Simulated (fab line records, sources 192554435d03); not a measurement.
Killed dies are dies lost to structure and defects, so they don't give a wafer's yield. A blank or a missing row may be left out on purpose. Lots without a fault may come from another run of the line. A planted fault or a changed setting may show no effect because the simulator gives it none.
One fault seen from 3 desks | flow n5_finfet | each desk has only its own numbers; what lay behind them comes last

THE DEFECT DESK
What the inspections along the route counted, lot by lot: means of the sampled wafers that have a number. A lot is out of limits, marked OUT, if its mean lies more than 4 standard deviations from the usual mean; the brackets give that distance.
Columns: A = raw_defect_count at N5_GATE_CUT_INSPECT_26, usual 40
lot  | first seen here | A
L797 | day 4 12:28     | 36
L798 | day 5 02:02     | 41
L800 | day 5 10:32     | 41
L803 | day 6 10:44     | 38
L809 | day 7 16:34     | 27
L811 | day 8 05:41     | 50
L814 | day 9 03:20     | 33
L817 | day 9 16:23     | 46
L819 | day 10 07:05    | 68
This desk's finding: nothing out of limits on any of the 9 lots.

THE TOOL OWNER'S DESK: cmp-02
The tool's own readings at N5_GATE_CUT_CMP_23 (polishes, stops on SiO2, t overpolish 23.4 s, target thk 16 nm): means of the sampled wafers that have a number, for each lot that ran on this tool. A lot is out of limits, marked OUT, if its mean lies more than 4 standard deviations from the usual mean; the brackets give that distance.
Columns: A = motor_current_A at N5_GATE_CUT_CMP_23, usual 9.3 A; B = overpolish_run_s at N5_GATE_CUT_CMP_23, usual 23.400 s; C = platen_rpm at N5_GATE_CUT_CMP_23, usual 51.81 rpm; D = time_to_endpoint_s at N5_GATE_CUT_CMP_23, usual 20.2 s
lot  | first seen here | A   | B      | C               | D
L798 | day 5 01:02     | 9.2 | 23.399 | 51.81           | 18.4
L800 | day 5 09:30     | 9.1 | 23.400 | 51.80           | 17.9
L803 | day 6 09:40     | 8.8 | 23.404 | 51.77           | 20.7
L809 | day 7 15:34     | 8.6 | 23.412 | 52.48 (+19) OUT | 21.6
L811 | day 8 04:44     | 9.0 | 23.404 | 52.48 (+19) OUT | 19.6
This desk's finding: out of limits on L809, L811; first on L809, day 7 15:34 (platen_rpm at N5_GATE_CUT_CMP_23). In limits: L798, L800, L803.

THE METROLOGY DESK
What the gauges read, lot by lot, whatever tool the lot ran on: means of the sampled wafers that have a number. A lot is out of limits, marked OUT, if its mean lies more than 4 standard deviations from the usual mean; the brackets give that distance. Of its 10 readings 7 are shown: those that lie furthest out on some lot.
Columns: A = DIBL_P at N5_BEOL_M4_RC_MEAS_101, usual 36.1 mV/V; B = IOFF_N at N5_BEOL_M4_RC_MEAS_101, usual 0.161 nA/um; C = IOFF_P at N5_BEOL_M4_RC_MEAS_101, usual 0.209 nA/um; D = ION_P at N5_BEOL_M4_RC_MEAS_101, usual 462 uA/um; E = SS_N at N5_BEOL_M4_RC_MEAS_101, usual 71.5 mV/dec; F = VT_N at N5_BEOL_M4_RC_MEAS_101, usual 249.1 mV; G = VT_P at N5_BEOL_M4_RC_MEAS_101, usual -249.9 mV
lot  | first seen here | A    | B     | C     | D   | E    | F     | G
L797 | day 7 12:20     | 35.0 | 0.145 | 0.181 | 456 | 71.4 | 248.1 | -253.5
L798 | day 8 08:17     | 36.6 | 0.162 | 0.221 | 465 | 71.3 | 247.6 | -249.3
L800 | day 8 14:11     | 34.0 | 0.132 | 0.181 | 461 | 71.2 | 252.3 | -251.3
L803 | day 9 12:39     | 37.0 | 0.181 | 0.227 | 461 | 71.6 | 248.6 | -248.4
L809 | day 11 06:47    | 35.7 | 0.157 | 0.241 | 469 | 71.2 | 247.0 | -244.3
L811 | day 11 15:14    | 36.2 | 0.168 | 0.187 | 456 | 71.6 | 248.7 | -253.4
L814 | day 12 04:41    | 38.3 | 0.182 | 0.219 | 466 | 71.8 | 247.1 | -250.9
L817 | day 12 14:43    | 37.5 | 0.188 | 0.226 | 463 | 72.0 | 248.0 | -249.1
L819 | day 13 06:17    | 37.2 | 0.170 | 0.225 | 461 | 72.1 | 247.9 | -249.7
This desk's finding: nothing out of limits on any of the 9 lots.

PUT TOGETHER
The tool owner's desk could have raised an alarm at day 7 15:34, on L809, L811.
The defect desk saw nothing out of limits.
The metrology desk saw nothing out of limits.
The defect desk has L809, L811 on record, within its limits.
The metrology desk has L809, L811 on record, within its limits.
Of the lots named, all ran N5_GATE_CUT_CMP_23 on cmp-02.

WHAT THE SIMULATOR HAD PUT IN
Process parameter drift: cmp-02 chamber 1, from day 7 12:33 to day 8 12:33, at N5_GATE_CUT_CMP_23. Setting platen_rpm, moved by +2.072, from 51.8. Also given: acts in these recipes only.
Lots struck among those shown: L809, L811.
Hours from the fault's start to each desk's first reading out of limits: the tool owner's desk, 3.
